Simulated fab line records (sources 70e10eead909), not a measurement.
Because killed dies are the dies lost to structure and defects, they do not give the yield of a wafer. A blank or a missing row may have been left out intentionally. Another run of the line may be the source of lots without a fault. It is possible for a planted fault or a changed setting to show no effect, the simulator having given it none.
One fault through the eyes of 3 desks | flow nand_harc | numbers are kept per desk, each desk with only its own; the story behind them comes last

TOOL OWNER'S DESK, pecvd_onon-03
The tool's own readings at NHARC_A_ONON_D1_DEP_19 (target thk 1000 nm): means of the sampled wafers that have a number, for each lot that ran on this tool. If a lot's mean is further than 4 standard deviations from the usual mean, the lot is out of limits and carries the mark OUT (the distance appears in the brackets).
Columns: A = nh3_flow_sccm at NHARC_A_ONON_D1_DEP_19, usual 499.7 sccm
lot  | first seen here | A
L344 | day 8 08:29     | 499.4
L347 | day 9 03:26     | 501.5
L349 | day 10 06:46    | 498.3
L353 | day 12 03:31    | 498.5
L361 | day 15 14:38    | 500.0
This desk's finding: nothing out of limits on any of the 5 lots.

THE DEFECT DESK
For each lot, the counts of the inspections along the route, averaged over the sampled wafers that have a number. If a lot's mean is further than 4 standard deviations from the usual mean, the lot is out of limits and carries the mark OUT (the distance appears in the brackets).
Columns: A = raw_defect_count at NHARC_A_CHANNEL_HOLE_D1_INSPECT_12, usual 6
lot  | first seen here | A
L345 | day 8 16:02     | 5
L344 | day 8 16:37     | 6
L346 | day 9 10:43     | 4
L347 | day 9 10:58     | 3
L348 | day 10 05:25    | 4
L349 | day 10 12:23    | 7
L351 | day 11 07:47    | 9
L353 | day 12 09:56    | 6
L358 | day 14 10:40    | 6
L363 | day 16 08:55    | 6
L365 | day 17 09:20    | 10
L367 | day 18 10:52    | 6
This desk's finding: nothing out of limits on any of the 12 lots.

METROLOGY DESK
What the gauges read, lot by lot, whatever tool the lot ran on: means of the sampled wafers that have a number. If a lot's mean is further than 4 standard deviations from the usual mean, the lot is out of limits and carries the mark OUT (the distance appears in the brackets).
Columns: A = thk_nm at NHARC_A_ONON_D1_THK_MEAS_21, usual 1002 nm
lot  | first seen here | A
L344 | day 8 08:59     | 1005
L345 | day 8 09:00     | 997
L346 | day 9 03:56     | 996
L347 | day 9 03:57     | 1006
L348 | day 9 23:02     | 1007
L349 | day 10 07:16    | 1003
L351 | day 11 00:25    | 994
L353 | day 12 03:59    | 988
L358 | day 14 05:33    | 1012
L361 | day 15 14:52    | 1583 (+81) OUT
L363 | day 16 02:22    | 1001
L365 | day 16 20:37    | 1004
L367 | day 18 04:25    | 1012
Finding of this desk: L361 out of limits; the first was L361 at day 15 14:52, on thk_nm at NHARC_A_ONON_D1_THK_MEAS_21. L344, L345, L346, L347, L348, L349, L351, L353, L358, L363, L365, L367 stayed within limits.

BROUGHT TOGETHER
An alarm was possible from the metrology desk at day 15 14:52, on L361.
The desk of the tool owner found nothing out of limits.
The defect desk saw nothing out of limits.
Tool owner's desk: L361 on record, inside its limits.
The defect desk has no number on record for L361.
Of the lots named, all ran NHARC_A_ONON_D1_DEP_19 on pecvd_onon-03.

WHAT HAD BEEN PUT IN BY THE SIMULATOR
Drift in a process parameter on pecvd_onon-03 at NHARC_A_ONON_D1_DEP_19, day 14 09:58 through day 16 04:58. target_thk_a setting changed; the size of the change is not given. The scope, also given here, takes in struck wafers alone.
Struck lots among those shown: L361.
Hours from the fault's start to each desk's first reading out of limits: the metrology desk, 29.
